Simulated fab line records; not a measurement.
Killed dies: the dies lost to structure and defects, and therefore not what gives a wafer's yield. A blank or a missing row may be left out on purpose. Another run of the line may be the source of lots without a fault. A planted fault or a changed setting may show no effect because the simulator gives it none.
Which tool did it? :: flow nand harc :: 72 wafers from 24 lots sampled at 5 of the route's 1302 steps

WHAT THE GAUGES SHOWED, per wafer
NHARC_A_M0_OVL_MEAS_10: pitch 160 nm. Usual: overlay x nm -0.1 nm, standard deviation 0.94; overlay y nm -0.1 nm, standard deviation 0.92.
lot: L074
measured: day 22 09:04
on: overlay-02
overlay x nm (nm): -0.7 -0.3 -1.0
overlay y nm (nm): 1.5 1.7 1.1
flag: 

lot: L075
measured: day 23 00:55
on: overlay-02
overlay x nm (nm): 1.5 1.4 2.1
overlay y nm (nm): 0.0 0.8 0.7
flag: 

lot: L076
measured: day 23 07:11
on: overlay-02
overlay x nm (nm): -0.2 0.1 -0.5
overlay y nm (nm): -1.1 -1.1 -1.1
flag: 

lot: L078
measured: day 23 13:50
on: overlay-02
overlay x nm (nm): -0.3 0.2 -0.1
overlay y nm (nm): 0.1 -0.2 0.0
flag: 

lot: L077
measured: day 24 07:34
on: overlay-02
overlay x nm (nm): -1.4 -0.7 -0.8
overlay y nm (nm): 1.0 0.3 0.7
flag: 

lot: L080
measured: day 25 00:31
on: overlay-01
overlay x nm (nm): 0.1 -0.4 0.0
overlay y nm (nm): 0.3 0.7 0.4
flag: 

lot: L079
measured: day 25 08:21
on: overlay-02
overlay x nm (nm): 0.6 0.2 0.8
overlay y nm (nm): -1.2 -0.5 -0.6
flag: 

lot: L081
measured: day 25 12:18
on: overlay-02
overlay x nm (nm): -0.3 -0.6 -0.6
overlay y nm (nm): 1.0 0.3 0.7
flag: 

lot: L082
measured: day 25 23:47
on: overlay-01
overlay x nm (nm): 0.5 0.4 0.6
overlay y nm (nm): -1.5 -1.0 -1.0
flag: 

lot: L084
measured: day 26 14:41
on: overlay-02
overlay x nm (nm): -1.1 -0.2 -0.8
overlay y nm (nm): -1.5 -0.9 -2.0
flag: 

lot: L083
measured: day 26 22:08
on: overlay-01
overlay x nm (nm): -0.3 -0.7 -0.3
overlay y nm (nm): 0.3 0.5 0.5
flag: 

lot: L086
measured: day 27 02:16
on: overlay-02
overlay x nm (nm): 0.6 0.6 0.5
overlay y nm (nm): 0.8 0.4 1.4
flag: 

lot: L085
measured: day 27 03:25
on: overlay-01
overlay x nm (nm): -0.1 -0.4 -0.2
overlay y nm (nm): -0.1 -0.1 0.7
flag: 

lot: L088
measured: day 28 10:36
on: overlay-01
overlay x nm (nm): 0.3 -0.3 0.0
overlay y nm (nm): 0.5 0.1 0.7
flag: 

lot: L089
measured: day 28 12:17
on: overlay-01
overlay x nm (nm): 0.2 -0.3 0.4
overlay y nm (nm): 0.8 0.4 0.2
flag: 

lot: L087
measured: day 28 18:10
on: overlay-01
overlay x nm (nm): -0.8 0.1 -0.4
overlay y nm (nm): -0.3 -0.4 -0.2
flag: 

lot: L091
measured: day 29 00:09
on: overlay-01
overlay x nm (nm): 0.4 0.6 -0.1
overlay y nm (nm): 0.4 0.3 0.6
flag: 

lot: L090
measured: day 29 00:35
on: overlay-01
overlay x nm (nm): -0.8 -0.3 -1.0
overlay y nm (nm): -0.4 0.4 0.6
flag: 

lot: L093
measured: day 30 18:43
on: overlay-01
overlay x nm (nm): -2.0 -2.1 -1.6
overlay y nm (nm): 0.0 -0.3 -0.7
flag: 

lot: L092
measured: day 30 20:50
on: overlay-01
overlay x nm (nm): 0.3 0.6 0.4
overlay y nm (nm): 0.7 0.2 0.4
flag: 

lot: L094
measured: day 31 03:17
on: overlay-01
overlay x nm (nm): 1.1 1.0 0.7
overlay y nm (nm): -0.8 -1.0 -0.3
flag: 

lot: L095
measured: day 31 11:35
on: overlay-01
overlay x nm (nm): -1.7 -1.9 -1.5
overlay y nm (nm): 1.0 1.3 0.6
flag: 

lot: L096
measured: day 31 19:35
on: overlay-02
overlay x nm (nm): 2.0 2.1 1.9
overlay y nm (nm): -1.9 -2.7 -2.9
flag: 

lot: L097
measured: day 32 05:10
on: overlay-02
overlay x nm (nm): -0.2 -1.1 -0.2
overlay y nm (nm): -0.2 -0.2 -0.1
flag: 

NHARC_A_M1_INSPECT_11. Usual: raw defect count reads 91 (standard deviation 39).
lot: L074
measured: day 22 13:04
on: defect inspect-01
raw defect count: 144 136 153
flag: 

lot: L075
measured: day 23 04:59
on: defect inspect-02
raw defect count: 56 62 79
flag: 

lot: L076
measured: day 23 11:15
on: defect inspect-02
raw defect count: 108 113 127
flag: 

lot: L078
measured: day 23 18:24
on: defect inspect-01
raw defect count: 126 114 102
flag: 

lot: L077
measured: day 24 11:40
on: defect inspect-02
raw defect count: 115 94 96
flag: 

lot: L080
measured: day 25 04:37
on: defect inspect-01
raw defect count: 80 75 67
flag: 

lot: L079
measured: day 25 12:19
on: defect inspect-01
raw defect count: 69 69 74
flag: 

lot: L081
measured: day 25 16:21
on: defect inspect-01
raw defect count: 74 60 53
flag: 

lot: L082
measured: day 26 03:53
on: defect inspect-01
raw defect count: 160 189 163
flag: 

lot: L084
measured: day 26 18:46
on: defect inspect-01
raw defect count: 66 71 78
flag: 

lot: L083
measured: day 27 02:04
on: defect inspect-01
raw defect count: 123 142 132
flag: 

lot: L086
measured: day 27 06:36
on: defect inspect-02
raw defect count: 54 52 53
flag: 

lot: L085
measured: day 27 07:30
on: defect inspect-01
raw defect count: 116 111 108
flag: 

lot: L088
measured: day 28 14:37
on: defect inspect-01
raw defect count: 43 49 42
flag: 

lot: L089
measured: day 28 16:23
on: defect inspect-02
raw defect count: 116 116 132
flag: 

lot: L087
measured: day 28 22:18
on: defect inspect-02
raw defect count: 92 96 99
flag: 

lot: L091
measured: day 29 04:18
on: defect inspect-01
raw defect count: 168 157 157
flag: 

lot: L090
measured: day 29 04:47
on: defect inspect-02
raw defect count: 36 26 18
flag: 

lot: L093
measured: day 30 22:42
on: defect inspect-01
raw defect count: 97 116 117
flag: 

lot: L092
measured: day 31 00:57
on: defect inspect-01
raw defect count: 40 29 39
flag: 

lot: L094
measured: day 31 07:16
on: defect inspect-01
raw defect count: 139 125 124
flag: 

lot: L095
measured: day 31 15:43
on: defect inspect-02
raw defect count: 51 36 35
flag: 

lot: L096
measured: day 31 23:47
on: defect inspect-01
raw defect count: 65 61 70
flag: 

lot: L097
measured: day 32 09:50
on: defect inspect-01
raw defect count: 73 67 61
flag: 

TOOL THAT RAN EACH LOT (tool first, then ch and the chambers of the sampled wafers, then the start)
lot: L074
NHARC_A_BLC_STRIP_29: rie diel-03 ch 1,2, day 22 06:10
NHARC_A_BLC_PVD_32: pvd sputter-02, day 22 09:04 or earlier
NHARC_A_M0_DEGAS_28: pvd sputter-01, day 22 10:06

lot: L075
NHARC_A_BLC_STRIP_29: rie diel-03 ch 1,2, day 22 22:07
NHARC_A_BLC_PVD_32: pvd sputter-01, day 23 00:55 or earlier
NHARC_A_M0_DEGAS_28: pvd sputter-02, day 23 01:56

lot: L076
NHARC_A_BLC_STRIP_29: rie diel-11 ch 0,1, day 23 04:10
NHARC_A_BLC_PVD_32: pvd sputter-01, day 23 07:11 or earlier
NHARC_A_M0_DEGAS_28: pvd sputter-02, day 23 08:12

lot: L078
NHARC_A_BLC_STRIP_29: rie diel-03 ch 1,2,3, day 23 10:20
NHARC_A_BLC_PVD_32: pvd sputter-01, day 23 13:50 or earlier
NHARC_A_M0_DEGAS_28: pvd sputter-03, day 23 14:55

lot: L077
NHARC_A_BLC_STRIP_29: rie diel-11 ch 1,3, day 24 04:40
NHARC_A_BLC_PVD_32: pvd sputter-03, day 24 07:34 or earlier
NHARC_A_M0_DEGAS_28: pvd sputter-03, day 24 08:35

lot: L080
NHARC_A_BLC_STRIP_29: rie diel-03 ch 0,2, day 24 21:35
NHARC_A_BLC_PVD_32: pvd sputter-01, day 25 00:31 or earlier
NHARC_A_M0_DEGAS_28: pvd sputter-03, day 25 01:33

lot: L079
NHARC_A_BLC_STRIP_29: rie diel-03 ch 1,2,3, day 25 05:35
NHARC_A_BLC_PVD_32: pvd sputter-03, day 25 08:21 or earlier
NHARC_A_M0_DEGAS_28: pvd sputter-03, day 25 09:22

lot: L081
NHARC_A_BLC_STRIP_29: rie diel-11 ch 1,2, day 25 09:22
NHARC_A_BLC_PVD_32: pvd sputter-02, day 25 12:18 or earlier
NHARC_A_M0_DEGAS_28: pvd sputter-01, day 25 13:19

lot: L082
NHARC_A_BLC_STRIP_29: rie diel-03 ch 1,2, day 25 20:55
NHARC_A_BLC_PVD_32: pvd sputter-02, day 25 23:47 or earlier
NHARC_A_M0_DEGAS_28: pvd sputter-01, day 26 00:49

lot: L084
NHARC_A_BLC_STRIP_29: rie diel-03 ch 1,2,3, day 26 11:44
NHARC_A_BLC_PVD_32: pvd sputter-02, day 26 14:41 or earlier
NHARC_A_M0_DEGAS_28: pvd sputter-02, day 26 15:42

lot: L083
NHARC_A_BLC_STRIP_29: rie diel-11 ch 0,3, day 26 19:13
NHARC_A_BLC_PVD_32: pvd sputter-02, day 26 22:08 or earlier
NHARC_A_M0_DEGAS_28: pvd sputter-03, day 26 23:09

lot: L086
NHARC_A_BLC_STRIP_29: rie diel-03 ch 0,2,3, day 26 23:31
NHARC_A_BLC_PVD_32: pvd sputter-02, day 27 02:16 or earlier
NHARC_A_M0_DEGAS_28: pvd sputter-03, day 27 03:17

lot: L085
NHARC_A_BLC_STRIP_29: rie diel-03 ch 1,3, day 27 00:38
NHARC_A_BLC_PVD_32: pvd sputter-02, day 27 03:25 or earlier
NHARC_A_M0_DEGAS_28: pvd sputter-02, day 27 04:26

lot: L088
NHARC_A_BLC_STRIP_29: rie diel-03 ch 0,3, day 28 07:41
NHARC_A_BLC_PVD_32: pvd sputter-03, day 28 08:23
NHARC_A_M0_DEGAS_28: pvd sputter-01, day 28 11:37

lot: L089
NHARC_A_BLC_STRIP_29: rie diel-11 ch 2,3, day 28 09:23
NHARC_A_BLC_PVD_32: pvd sputter-03, day 28 12:17 or earlier
NHARC_A_M0_DEGAS_28: pvd sputter-03, day 28 13:18

lot: L087
NHARC_A_BLC_STRIP_29: rie diel-03 ch 0,2,3, day 28 15:16
NHARC_A_BLC_PVD_32: pvd sputter-01, day 28 18:10 or earlier
NHARC_A_M0_DEGAS_28: pvd sputter-02, day 28 19:11

lot: L091
NHARC_A_BLC_STRIP_29: rie diel-11 ch 2,3, day 28 21:21
NHARC_A_BLC_PVD_32: pvd sputter-03, day 29 00:09 or earlier
NHARC_A_M0_DEGAS_28: pvd sputter-02, day 29 01:11

lot: L090
NHARC_A_BLC_STRIP_29: rie diel-11 ch 0,2,3, day 28 21:41
NHARC_A_BLC_PVD_32: pvd sputter-01, day 29 00:35 or earlier
NHARC_A_M0_DEGAS_28: pvd sputter-03, day 29 01:37

lot: L093
NHARC_A_BLC_STRIP_29: rie diel-11 ch 0,1, day 30 15:47
NHARC_A_BLC_PVD_32: pvd sputter-01, day 30 18:43 or earlier
NHARC_A_M0_DEGAS_28: pvd sputter-03, day 30 19:45

lot: L092
NHARC_A_BLC_STRIP_29: rie diel-11 ch 1,3, day 30 18:01
NHARC_A_BLC_PVD_32: pvd sputter-02, day 30 20:50 or earlier
NHARC_A_M0_DEGAS_28: pvd sputter-02, day 30 21:51

lot: L094
NHARC_A_BLC_STRIP_29: rie diel-11 ch 1,2,3, day 31 00:23
NHARC_A_BLC_PVD_32: pvd sputter-03, day 31 03:17 or earlier
NHARC_A_M0_DEGAS_28: pvd sputter-02, day 31 04:19

lot: L095
NHARC_A_BLC_STRIP_29: rie diel-03 ch 0,3, day 31 08:50
NHARC_A_BLC_PVD_32: pvd sputter-01, day 31 11:35 or earlier
NHARC_A_M0_DEGAS_28: pvd sputter-02, day 31 12:37

lot: L096
NHARC_A_BLC_STRIP_29: rie diel-11 ch 0,1,3, day 31 16:32
NHARC_A_BLC_PVD_32: pvd sputter-01, day 31 19:35 or earlier
NHARC_A_M0_DEGAS_28: pvd sputter-01, day 31 20:40

lot: L097
NHARC_A_BLC_STRIP_29: rie diel-11 ch 2,3, day 32 02:15
NHARC_A_BLC_PVD_32: pvd sputter-01, day 32 05:10 or earlier
NHARC_A_M0_DEGAS_28: pvd sputter-01, day 32 06:19
- NHARC_A_BLC_STRIP_29: strips in CF4.
- NHARC_A_BLC_PVD_32: deposits Ti, target thk 5 nm, time 17.7 s.
- NHARC_A_M0_DEGAS_28: time 60 s.

WHAT THE TOOLS THEMSELVES READ (means of the sampled wafers that have a number; where no wafer has one, the mark that the record gives instead)
NHARC_A_BLC_STRIP_29. Usual: drypump motor current A 5.5 A, standard deviation 0.54; oes product au 1.004 a.u., standard deviation 0.015; rf vpp V 59.1 V, standard deviation 0.87; showerhead plenum p Torr 1.72 Torr, standard deviation 0.034; throttle valve pct 13.285 %, standard deviation 0.0093.
lot: L074
tool: rie diel-03
drypump motor current A (A): 5.3
oes product au (a.u.): 0.993
rf vpp V (V): 58.8
showerhead plenum p Torr (Torr): 1.74
throttle valve pct (%): 13.282
flag: 

lot: L075
tool: rie diel-03
drypump motor current A (A): 5.2
oes product au (a.u.): 0.987
rf vpp V (V): 58.7
showerhead plenum p Torr (Torr): 1.73
throttle valve pct (%): 13.277
flag: 

lot: L076
tool: rie diel-11
drypump motor current A (A): 6.1
oes product au (a.u.): 1.002
rf vpp V (V): 58.1
showerhead plenum p Torr (Torr): 1.73
throttle valve pct (%): 13.292
flag: 

lot: L078
tool: rie diel-03
drypump motor current A (A): 5.2
oes product au (a.u.): 1.001
rf vpp V (V): 59.2
showerhead plenum p Torr (Torr): 1.74
throttle valve pct (%): 13.286
flag: 

lot: L077
tool: rie diel-11
drypump motor current A (A): 6.4
oes product au (a.u.): 1.002
rf vpp V (V): 60.1
showerhead plenum p Torr (Torr): 1.75
throttle valve pct (%): 13.292
flag: 

lot: L080
tool: rie diel-03
drypump motor current A (A): 5.3
oes product au (a.u.): 1.013
rf vpp V (V): 58.9
showerhead plenum p Torr (Torr): 1.69
throttle valve pct (%): 13.286
flag: 

lot: L079
tool: rie diel-03
drypump motor current A (A): 5.2
oes product au (a.u.): 0.993
rf vpp V (V): 58.5
showerhead plenum p Torr (Torr): 1.74
throttle valve pct (%): 13.282
flag: 

lot: L081
tool: rie diel-11
drypump motor current A (A): 5.9
oes product au (a.u.): 0.990
rf vpp V (V): 59.0
showerhead plenum p Torr (Torr): 1.73
throttle valve pct (%): 13.284
flag: 

lot: L082
tool: rie diel-03
drypump motor current A (A): 5.1
oes product au (a.u.): 0.987
rf vpp V (V): 59.6
showerhead plenum p Torr (Torr): 1.73
throttle valve pct (%): 13.282
flag: 

lot: L084
tool: rie diel-03
drypump motor current A (A): 5.2
oes product au (a.u.): 0.988
rf vpp V (V): 58.8
showerhead plenum p Torr (Torr): 1.74
throttle valve pct (%): 13.282
flag: 

lot: L083
tool: rie diel-11
drypump motor current A (A): 6.0
oes product au (a.u.): 1.014
rf vpp V (V): 59.4
showerhead plenum p Torr (Torr): 1.72
throttle valve pct (%): 13.279
flag: 

lot: L086
tool: rie diel-03
drypump motor current A (A): 5.2
oes product au (a.u.): 1.004
rf vpp V (V): 59.5
showerhead plenum p Torr (Torr): 1.72
throttle valve pct (%): 13.285
flag: 

lot: L085
tool: rie diel-03
drypump motor current A (A): 5.3
oes product au (a.u.): 0.997
rf vpp V (V): 59.6
showerhead plenum p Torr (Torr): 1.76
throttle valve pct (%): 13.282
flag: 

lot: L088
tool: rie diel-03
drypump motor current A (A): 5.3
oes product au (a.u.): 1.012
rf vpp V (V): 59.0
showerhead plenum p Torr (Torr): 1.73
throttle valve pct (%): 13.294
flag: 

lot: L089
tool: rie diel-11
drypump motor current A (A): 5.7
oes product au (a.u.): 1.011
rf vpp V (V): 59.6
showerhead plenum p Torr (Torr): 1.72
throttle valve pct (%): 13.289
flag: 

lot: L087
tool: rie diel-03
drypump motor current A (A): 5.2
oes product au (a.u.): 1.010
rf vpp V (V): 59.1
showerhead plenum p Torr (Torr): 1.72
throttle valve pct (%): 13.284
flag: 

lot: L091
tool: rie diel-11
drypump motor current A (A): 5.3
oes product au (a.u.): 0.998
rf vpp V (V): 58.6
showerhead plenum p Torr (Torr): 1.70
throttle valve pct (%): 13.285
flag: 

lot: L090
tool: rie diel-11
drypump motor current A (A): 5.5
oes product au (a.u.): 1.014
rf vpp V (V): 59.8
showerhead plenum p Torr (Torr): 1.70
throttle valve pct (%): 13.281
flag: 

lot: L093
tool: rie diel-11
drypump motor current A (A): 5.8
oes product au (a.u.): 1.022
rf vpp V (V): 59.3
showerhead plenum p Torr (Torr): 1.70
throttle valve pct (%): 13.290
flag: 

lot: L092
tool: rie diel-11
drypump motor current A (A): 6.4
oes product au (a.u.): 1.001
rf vpp V (V): 60.1
showerhead plenum p Torr (Torr): 1.74
throttle valve pct (%): 13.278
flag: 

lot: L094
tool: rie diel-11
drypump motor current A (A): 5.8
oes product au (a.u.): 0.998
rf vpp V (V): 58.0
showerhead plenum p Torr (Torr): 1.72
throttle valve pct (%): 13.293
flag: 

lot: L095
tool: rie diel-03
drypump motor current A (A): 5.3
oes product au (a.u.): 1.024
rf vpp V (V): 58.9
showerhead plenum p Torr (Torr): 1.73
throttle valve pct (%): 13.284
flag: 

lot: L096
tool: rie diel-11
drypump motor current A (A): 6.1
oes product au (a.u.): 1.013
rf vpp V (V): 58.8
showerhead plenum p Torr (Torr): 1.72
throttle valve pct (%): 13.284
flag: 

lot: L097
tool: rie diel-11
drypump motor current A (A): 5.3
oes product au (a.u.): 1.008
rf vpp V (V): 58.9
showerhead plenum p Torr (Torr): 1.70
throttle valve pct (%): 13.297
flag: 

NHARC_A_BLC_PVD_32. Usual: throttle valve pct reads 30.2 % (standard deviation 0.89).
lot: L074
tool: pvd sputter-02
throttle valve pct (%): 30.8
flag: 

lot: L075
tool: pvd sputter-01
throttle valve pct (%): 31.0
flag: 

lot: L076
tool: pvd sputter-01
throttle valve pct (%): 29.8
flag: 

lot: L078
tool: pvd sputter-01
throttle valve pct (%): 30.1
flag: 

lot: L077
tool: pvd sputter-03
throttle valve pct (%): 29.5
flag: 

lot: L080
tool: pvd sputter-01
throttle valve pct (%): 30.1
flag: 

lot: L079
tool: pvd sputter-03
throttle valve pct (%): 28.8
flag: 

lot: L081
tool: pvd sputter-02
throttle valve pct (%): 31.1
flag: 

lot: L082
tool: pvd sputter-02
throttle valve pct (%): 31.0
flag: 

lot: L084
tool: pvd sputter-02
throttle valve pct (%): 31.1
flag: 

lot: L083
tool: pvd sputter-02
throttle valve pct (%): 30.9
flag: 

lot: L086
tool: pvd sputter-02
throttle valve pct (%): 30.7
flag: 

lot: L085
tool: pvd sputter-02
throttle valve pct (%): 30.8
flag: 

lot: L088
tool: pvd sputter-03
throttle valve pct (%): 29.9
flag: 

lot: L089
tool: pvd sputter-03
throttle valve pct (%): 29.2
flag: 

lot: L087
tool: pvd sputter-01
throttle valve pct (%): 30.1
flag: 

lot: L091
tool: pvd sputter-03
throttle valve pct (%): 29.5
flag: 

lot: L090
tool: pvd sputter-01
throttle valve pct (%): 30.3
flag: 

lot: L093
tool: pvd sputter-01
throttle valve pct (%): 30.0
flag: 

lot: L092
tool: pvd sputter-02
throttle valve pct (%): 30.9
flag: 

lot: L094
tool: pvd sputter-03
throttle valve pct (%): 29.5
flag: 

lot: L095
tool: pvd sputter-01
throttle valve pct (%): 30.1
flag: 

lot: L096
tool: pvd sputter-01
throttle valve pct (%): 30.0
flag: 

lot: L097
tool: pvd sputter-01
throttle valve pct (%): 30.2
flag: 

NHARC_A_M0_DEGAS_28. Usual: heater power w reads 335 W (standard deviation 23).
lot: L074
tool: pvd sputter-01
heater power w (W): 327
flag: 

lot: L075
tool: pvd sputter-02
heater power w (W): 334
flag: 

lot: L076
tool: pvd sputter-02
heater power w (W): 329
flag: 

lot: L078
tool: pvd sputter-03
heater power w (W): 359
flag: 

lot: L077
tool: pvd sputter-03
heater power w (W): 347
flag: 

lot: L080
tool: pvd sputter-03
heater power w (W): 360
flag: 

lot: L079
tool: pvd sputter-03
heater power w (W): 340
flag: 

lot: L081
tool: pvd sputter-01
heater power w (W): 335
flag: 

lot: L082
tool: pvd sputter-01
heater power w (W): 311
flag: 

lot: L084
tool: pvd sputter-02
heater power w (W): 323
flag: 

lot: L083
tool: pvd sputter-03
heater power w (W): 344
flag: 

lot: L086
tool: pvd sputter-03
heater power w (W): 333
flag: 

lot: L085
tool: pvd sputter-02
heater power w (W): 351
flag: 

lot: L088
tool: pvd sputter-01
heater power w (W): 319
flag: 

lot: L089
tool: pvd sputter-03
heater power w (W): 348
flag: 

lot: L087
tool: pvd sputter-02
heater power w (W): 325
flag: 

lot: L091
tool: pvd sputter-02
heater power w (W): 342
flag: 

lot: L090
tool: pvd sputter-03
heater power w (W): 344
flag: 

lot: L093
tool: pvd sputter-03
heater power w (W): 341
flag: 

lot: L092
tool: pvd sputter-02
heater power w (W): 345
flag: 

lot: L094
tool: pvd sputter-02
heater power w (W): 329
flag: 

lot: L095
tool: pvd sputter-02
heater power w (W): 338
flag: 

lot: L096
tool: pvd sputter-01
heater power w (W): 303
flag: 

lot: L097
tool: pvd sputter-01
heater power w (W): 322
flag: 

THE ANSWER, worked out from the rows above alone
Rule: lot off if the mean of its wafers having a number is beyond 3 standard deviations from the usual mean. Also off: a lot with no number at a reading for which 4 or more lots have one. The other lots that the step has rows for count as sound. Order of review: gauges by route order, followed by the tools' own readings, for which a lot's mean as printed above is used. At the first step where some lot is off, the reading lying furthest off is the one used; lots without a number count as furthest.
None of the lots is off at any reading shown; this tells nothing.

WHAT THE SIMULATOR HAD PUT IN
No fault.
